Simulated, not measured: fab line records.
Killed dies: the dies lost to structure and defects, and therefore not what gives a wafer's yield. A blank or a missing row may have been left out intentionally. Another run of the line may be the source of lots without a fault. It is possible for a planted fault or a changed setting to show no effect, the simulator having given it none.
Which tool did it? || flow nand harc || Sampling: 10 lots, 30 wafers, 5 of 1302 route steps

== WHAT THE GAUGES READ, wafer by wafer ==
NHARC_P_BONDPAD_OVL_MEAS_38.
{"lot": "L222", "measured": "day 7 11:11", "on": "overlay-01", "overlay x nm (nm)": "4 4 3", "overlay y nm (nm)": "8 8 7"}
{"lot": "L223", "measured": "day 7 15:09", "on": "overlay-01", "overlay x nm (nm)": "-5 -5 -5", "overlay y nm (nm)": "3 3 3"}
{"lot": "L224", "measured": "day 8 09:07", "on": "overlay-01", "overlay x nm (nm)": "-1 -1 0", "overlay y nm (nm)": "2 2 2"}
{"lot": "L231", "measured": "day 11 02:35", "on": "overlay-02", "overlay x nm (nm)": "16 16 16", "overlay y nm (nm)": "1 1 1"}
{"lot": "L234", "measured": "day 12 18:55", "on": "overlay-02", "overlay x nm (nm)": "-6 -5 -5", "overlay y nm (nm)": "-7 -6 -7"}
{"lot": "L235", "measured": "day 12 19:31", "on": "overlay-02", "overlay x nm (nm)": "8 8 7", "overlay y nm (nm)": "3 3 3"}
{"lot": "L240", "measured": "day 14 22:19", "on": "overlay-02", "overlay x nm (nm)": "-6 -6 -6", "overlay y nm (nm)": "8 8 8"}
{"lot": "L241", "measured": "day 15 02:39", "on": "overlay-02", "overlay x nm (nm)": "-11 -11 -11", "overlay y nm (nm)": "7 7 6"}
{"lot": "L242", "measured": "day 15 19:03", "on": "overlay-02", "overlay x nm (nm)": "3 4 3", "overlay y nm (nm)": "10 10 10"}
{"lot": "L243", "measured": "day 15 23:08", "on": "overlay-02", "overlay x nm (nm)": "-1 -1 0", "overlay y nm (nm)": "3 2 2"}

NHARC_END_SORT_01.
{"lot": "L224", "measured": "day 25 12:23", "on": "prober-02", "defect limited yield (%)": "88.2 89.4 88.0", "killed at array": "68 63 71", "killed at other": "0 0 0", "killed at periphery": "12 9 10", "killed dies": "80 72 81", "killed open": "10 4 3", "killed short": "3 0 3", "sort_bin_2_pct (%)": "4.9 2.8 3.1", "sort_bin_3_pct (%)": "0.7 0.6 1.5", "sort_bin_4_pct (%)": "6.2 7.2 7.4", "sort n pass": "597 605 596", "sort rim yield pct (%)": "92 87 90", "sort yield pct (%)": "88.2 89.4 88.0"}
{"lot": "L231", "measured": "day 28 12:01", "on": "prober-02", "defect limited yield (%)": "88.3 88.0 88.3", "killed at array": "73 74 71", "killed at other": "1 0 1", "killed at periphery": "5 7 7", "killed dies": "79 81 79", "killed open": "3 2 6", "killed short": "2 1 1", "sort_bin_2_pct (%)": "3.8 3.1 3.4", "sort_bin_3_pct (%)": "1.6 1.5 0.7", "sort_bin_4_pct (%)": "6.2 7.4 7.5", "sort n pass": "598 596 598", "sort rim yield pct (%)": "90 89 85", "sort yield pct (%)": "88.3 88.0 88.3"}
{"lot": "L240", "measured": "day 33 01:43", "on": "prober-02", "defect limited yield (%)": "91.4 93.1 92.2", "killed at array": "49 43 44", "killed at other": "1 0 0", "killed at periphery": "8 4 9", "killed dies": "58 47 53", "killed open": "8 2 5", "killed short": "1 1 1", "sort_bin_2_pct (%)": "4.3 2.7 3.0", "sort_bin_3_pct (%)": "0.6 0.3 0.7", "sort_bin_4_pct (%)": "3.7 4.0 4.1", "sort n pass": "619 630 624", "sort rim yield pct (%)": "89 88 86", "sort yield pct (%)": "91.4 93.1 92.2"}

== EACH LOT AND THE TOOL THAT RAN IT (in order: tool; ch and the chambers of the sampled wafers; start) ==
{"lot": "L222", "NHARC_P_BONDPAD_DESCUM_11": "rie diel-04 ch 1,2, day 7 11:19", "NHARC_P_BONDPAD_ETCH_37": "rie diel-04 ch 0,1,3, day 7 11:25", "NHARC_P_BONDPAD_ETCH_24": "rie diel-02 ch 2,3, day 7 11:52"}
{"lot": "L223", "NHARC_P_BONDPAD_DESCUM_11": "rie diel-04 ch 0,1, day 7 15:16", "NHARC_P_BONDPAD_ETCH_37": "rie diel-04 ch 0,1,3, day 7 15:22", "NHARC_P_BONDPAD_ETCH_24": "rie diel-02 ch 0,1, day 7 15:49"}
{"lot": "L224", "NHARC_P_BONDPAD_DESCUM_11": "rie diel-02 ch 1,2, day 8 09:15", "NHARC_P_BONDPAD_ETCH_37": "rie diel-02 ch 0,2, day 8 09:20", "NHARC_P_BONDPAD_ETCH_24": "rie diel-07 ch 1,2, day 8 09:47"}
{"lot": "L231", "NHARC_P_BONDPAD_DESCUM_11": "rie diel-04 ch 0,3, day 11 02:42", "NHARC_P_BONDPAD_ETCH_37": "rie diel-04 ch 1,2,3, day 11 02:48", "NHARC_P_BONDPAD_ETCH_24": "rie diel-02 ch 0,1,2, day 11 03:16"}
{"lot": "L234", "NHARC_P_BONDPAD_DESCUM_11": "rie diel-07 ch 0,1,3, day 12 19:04", "NHARC_P_BONDPAD_ETCH_37": "rie diel-07 ch 1,2, day 12 19:07", "NHARC_P_BONDPAD_ETCH_24": "rie diel-04 ch 0,2, day 12 19:37"}
{"lot": "L235", "NHARC_P_BONDPAD_DESCUM_11": "rie diel-02 ch 1,3, day 12 19:38", "NHARC_P_BONDPAD_ETCH_37": "rie diel-02 ch 2,3, day 12 19:43", "NHARC_P_BONDPAD_ETCH_24": "rie diel-07 ch 0,2,3, day 12 20:11"}
{"lot": "L240", "NHARC_P_BONDPAD_DESCUM_11": "rie diel-04 ch 0,3, day 14 22:26", "NHARC_P_BONDPAD_ETCH_37": "rie diel-04 ch 0,2, day 14 22:31", "NHARC_P_BONDPAD_ETCH_24": "rie diel-02 ch 0,3, day 14 22:59"}
{"lot": "L241", "NHARC_P_BONDPAD_DESCUM_11": "rie diel-04 ch 2,3, day 15 02:47", "NHARC_P_BONDPAD_ETCH_37": "rie diel-04 ch 1,3, day 15 02:52", "NHARC_P_BONDPAD_ETCH_24": "rie diel-02 ch 0,1,2, day 15 03:19"}
{"lot": "L242", "NHARC_P_BONDPAD_DESCUM_11": "rie diel-02 ch 0,1,2, day 15 19:10", "NHARC_P_BONDPAD_ETCH_37": "rie diel-02 ch 0,1,3, day 15 19:16", "NHARC_P_BONDPAD_ETCH_24": "rie diel-07 ch 0,1,2, day 15 19:43"}
{"lot": "L243", "NHARC_P_BONDPAD_DESCUM_11": "rie diel-02 ch 0,1,2, day 15 23:16", "NHARC_P_BONDPAD_ETCH_37": "rie diel-02 ch 0,1,2, day 15 23:21", "NHARC_P_BONDPAD_ETCH_24": "rie diel-07 ch 1,2,3, day 15 23:49"}
- NHARC_P_BONDPAD_DESCUM_11: chemistry O2, time 3 s.
- NHARC_P_BONDPAD_ETCH_37: etches the open film in N2/H2, target depth 60 nm, overetch 18 nm, time 65.91 s.
- NHARC_P_BONDPAD_ETCH_24: etches the open film in CF4/N2, target depth 30 nm, time 72.99 s.

== WHAT THE TOOLS THEMSELVES READ (means of the sampled wafers that have a number; where no wafer has one, the mark that the record gives instead) ==
NHARC_P_BONDPAD_DESCUM_11.
{"lot": "L222", "tool": "rie diel-04", "drypump motor current A (A)": 4.8, "oes product au (a.u.)": 1.001, "rf vpp V (V)": 58.0, "showerhead plenum p Torr (Torr)": 1.98, "throttle valve pct (%)": 11.319}
{"lot": "L223", "tool": "rie diel-04", "drypump motor current A (A)": 5.2, "oes product au (a.u.)": 0.998, "rf vpp V (V)": 57.8, "showerhead plenum p Torr (Torr)": 1.97, "throttle valve pct (%)": 11.312}
{"lot": "L224", "tool": "rie diel-02", "drypump motor current A (A)": 5.3, "oes product au (a.u.)": 1.003, "rf vpp V (V)": 57.7, "showerhead plenum p Torr (Torr)": 1.89, "throttle valve pct (%)": 11.311}
{"lot": "L231", "tool": "rie diel-04", "drypump motor current A (A)": 5.1, "oes product au (a.u.)": 0.995, "rf vpp V (V)": 56.9, "showerhead plenum p Torr (Torr)": 1.93, "throttle valve pct (%)": 11.311}
{"lot": "L234", "tool": "rie diel-07", "drypump motor current A (A)": 6.0, "oes product au (a.u.)": 1.009, "rf vpp V (V)": 56.5, "showerhead plenum p Torr (Torr)": 1.87, "throttle valve pct (%)": 11.306}
{"lot": "L235", "tool": "rie diel-02", "drypump motor current A (A)": 5.6, "oes product au (a.u.)": 0.984, "rf vpp V (V)": 56.7, "showerhead plenum p Torr (Torr)": 1.84, "throttle valve pct (%)": 11.313}
{"lot": "L240", "tool": "rie diel-04", "drypump motor current A (A)": 5.5, "oes product au (a.u.)": 1.002, "rf vpp V (V)": 57.4, "showerhead plenum p Torr (Torr)": 1.88, "throttle valve pct (%)": 11.306}
{"lot": "L241", "tool": "rie diel-04", "drypump motor current A (A)": 4.6, "oes product au (a.u.)": 1.002, "rf vpp V (V)": 57.7, "showerhead plenum p Torr (Torr)": 1.94, "throttle valve pct (%)": 11.321}
{"lot": "L242", "tool": "rie diel-02", "drypump motor current A (A)": 5.8, "oes product au (a.u.)": 1.005, "rf vpp V (V)": 58.0, "showerhead plenum p Torr (Torr)": 1.91, "throttle valve pct (%)": 11.305}
{"lot": "L243", "tool": "rie diel-02", "drypump motor current A (A)": 5.7, "oes product au (a.u.)": 1.010, "rf vpp V (V)": 57.5, "showerhead plenum p Torr (Torr)": 1.91, "throttle valve pct (%)": 11.311}

NHARC_P_BONDPAD_ETCH_37.
{"lot": "L222", "tool": "rie diel-04", "drypump motor current A (A)": 5.2, "oes product au (a.u.)": 1.002, "rf vpp V (V)": 432.0, "run length s (s)": 86.9, "showerhead plenum p Torr (Torr)": 2.08, "throttle valve pct (%)": 14.179}
{"lot": "L223", "tool": "rie diel-04", "drypump motor current A (A)": 5.1, "oes product au (a.u.)": 1.006, "rf vpp V (V)": 431.7, "run length s (s)": 87.0, "showerhead plenum p Torr (Torr)": 2.08, "throttle valve pct (%)": 14.162}
{"lot": "L224", "tool": "rie diel-02", "drypump motor current A (A)": 5.9, "oes product au (a.u.)": 1.004, "rf vpp V (V)": 431.2, "run length s (s)": 87.2, "showerhead plenum p Torr (Torr)": 2.08, "throttle valve pct (%)": 14.156}
{"lot": "L231", "tool": "rie diel-04", "drypump motor current A (A)": 4.7, "oes product au (a.u.)": 0.987, "rf vpp V (V)": 431.6, "run length s (s)": 87.1, "showerhead plenum p Torr (Torr)": 2.09, "throttle valve pct (%)": 14.171}
{"lot": "L234", "tool": "rie diel-07", "drypump motor current A (A)": 5.3, "oes product au (a.u.)": 0.996, "rf vpp V (V)": 428.8, "run length s (s)": 87.4, "showerhead plenum p Torr (Torr)": 2.01, "throttle valve pct (%)": 14.177}
{"lot": "L235", "tool": "rie diel-02", "drypump motor current A (A)": 5.2, "oes product au (a.u.)": 1.009, "rf vpp V (V)": 429.8, "run length s (s)": 87.1, "showerhead plenum p Torr (Torr)": 1.99, "throttle valve pct (%)": 14.167}
{"lot": "L240", "tool": "rie diel-04", "drypump motor current A (A)": 5.5, "oes product au (a.u.)": 0.992, "rf vpp V (V)": 429.0, "run length s (s)": 86.8, "showerhead plenum p Torr (Torr)": 1.95, "throttle valve pct (%)": 14.167}
{"lot": "L241", "tool": "rie diel-04", "drypump motor current A (A)": 4.7, "oes product au (a.u.)": 0.995, "rf vpp V (V)": 433.5, "run length s (s)": 87.3, "showerhead plenum p Torr (Torr)": 2.14, "throttle valve pct (%)": 14.173}
{"lot": "L242", "tool": "rie diel-02", "drypump motor current A (A)": 5.9, "oes product au (a.u.)": 1.004, "rf vpp V (V)": 429.9, "run length s (s)": 86.9, "showerhead plenum p Torr (Torr)": 2.01, "throttle valve pct (%)": 14.170}
{"lot": "L243", "tool": "rie diel-02", "drypump motor current A (A)": 5.7, "oes product au (a.u.)": 1.011, "rf vpp V (V)": 430.8, "run length s (s)": 87.2, "showerhead plenum p Torr (Torr)": 2.04, "throttle valve pct (%)": 14.169}

NHARC_P_BONDPAD_ETCH_24.
{"lot": "L222", "tool": "rie diel-02", "drypump motor current A (A)": 5.1, "oes product au (a.u.)": 0.999, "rf vpp V (V)": 313.1, "run length s (s)": 94.2, "showerhead plenum p Torr (Torr)": 2.58, "throttle valve pct (%)": 19.800}
{"lot": "L223", "tool": "rie diel-02", "drypump motor current A (A)": 6.2, "oes product au (a.u.)": 0.997, "rf vpp V (V)": 315.6, "run length s (s)": 94.2, "showerhead plenum p Torr (Torr)": 2.66, "throttle valve pct (%)": 19.784}
{"lot": "L224", "tool": "rie diel-07", "drypump motor current A (A)": 5.3, "oes product au (a.u.)": 1.002, "rf vpp V (V)": 313.7, "run length s (s)": 94.3, "showerhead plenum p Torr (Torr)": 2.59, "throttle valve pct (%)": 19.794}
{"lot": "L231", "tool": "rie diel-02", "drypump motor current A (A)": 5.8, "oes product au (a.u.)": 1.007, "rf vpp V (V)": 314.0, "run length s (s)": 94.2, "showerhead plenum p Torr (Torr)": 2.63, "throttle valve pct (%)": 19.794}
{"lot": "L234", "tool": "rie diel-04", "drypump motor current A (A)": 5.5, "oes product au (a.u.)": 0.996, "rf vpp V (V)": 312.5, "run length s (s)": 82.5, "showerhead plenum p Torr (Torr)": 2.52, "throttle valve pct (%)": 19.786}
{"lot": "L235", "tool": "rie diel-07", "drypump motor current A (A)": 6.1, "oes product au (a.u.)": 1.004, "rf vpp V (V)": 314.3, "run length s (s)": 94.2, "showerhead plenum p Torr (Torr)": 2.68, "throttle valve pct (%)": 19.798}
{"lot": "L240", "tool": "rie diel-02", "drypump motor current A (A)": 6.0, "oes product au (a.u.)": 1.016, "rf vpp V (V)": 313.8, "run length s (s)": 93.9, "showerhead plenum p Torr (Torr)": 2.64, "throttle valve pct (%)": 19.793}
{"lot": "L241", "tool": "rie diel-02", "drypump motor current A (A)": 5.7, "oes product au (a.u.)": 1.004, "rf vpp V (V)": 313.9, "run length s (s)": 94.2, "showerhead plenum p Torr (Torr)": 2.62, "throttle valve pct (%)": 19.796}
{"lot": "L242", "tool": "rie diel-07", "drypump motor current A (A)": 5.7, "oes product au (a.u.)": 0.999, "rf vpp V (V)": 315.6, "run length s (s)": 94.5, "showerhead plenum p Torr (Torr)": 2.67, "throttle valve pct (%)": 19.797}
{"lot": "L243", "tool": "rie diel-07", "drypump motor current A (A)": 5.7, "oes product au (a.u.)": 1.005, "rf vpp V (V)": 314.1, "run length s (s)": 94.4, "showerhead plenum p Torr (Torr)": 2.60, "throttle valve pct (%)": 19.793}

== THE ANSWER, worked out from the rows above alone ==
Rule: the lots themselves supply what counts as usual. Put in order of their means at a reading, lots are off if they are a third of the lots or fewer, leave a main group of 4 or more, and stand apart from it by a gap of 3 or more times the standard deviation of the main group's means; of several such gaps the widest counts. A main group whose means are all the same, to the digits that the tables above print for the reading, isn't used. Also off: a lot with no number at a reading for which 4 or more lots have one. The other lots that the step has rows for count as sound. First the gauges in route order, then the tools' own readings, where a lot's mean is used as printed above. The first step at which some lot is off is used, and at that step the reading that is off furthest; a lot without a number counts as furthest.
Off, at NHARC_P_BONDPAD_ETCH_24 on run length s: L234. Mean 94.2 s and standard deviation 0.16 in the main group.
If a tool, at that step or one of the process steps before it, ran each lot that is off and ran no sound lot following the first of them, it fits. Can't be told from this: 2 tools fit, rie diel-07 at NHARC_P_BONDPAD_DESCUM_11 and NHARC_P_BONDPAD_ETCH_37, rie diel-04 at NHARC_P_BONDPAD_ETCH_24.

== WHAT THE SIMULATOR HAD PUT IN ==
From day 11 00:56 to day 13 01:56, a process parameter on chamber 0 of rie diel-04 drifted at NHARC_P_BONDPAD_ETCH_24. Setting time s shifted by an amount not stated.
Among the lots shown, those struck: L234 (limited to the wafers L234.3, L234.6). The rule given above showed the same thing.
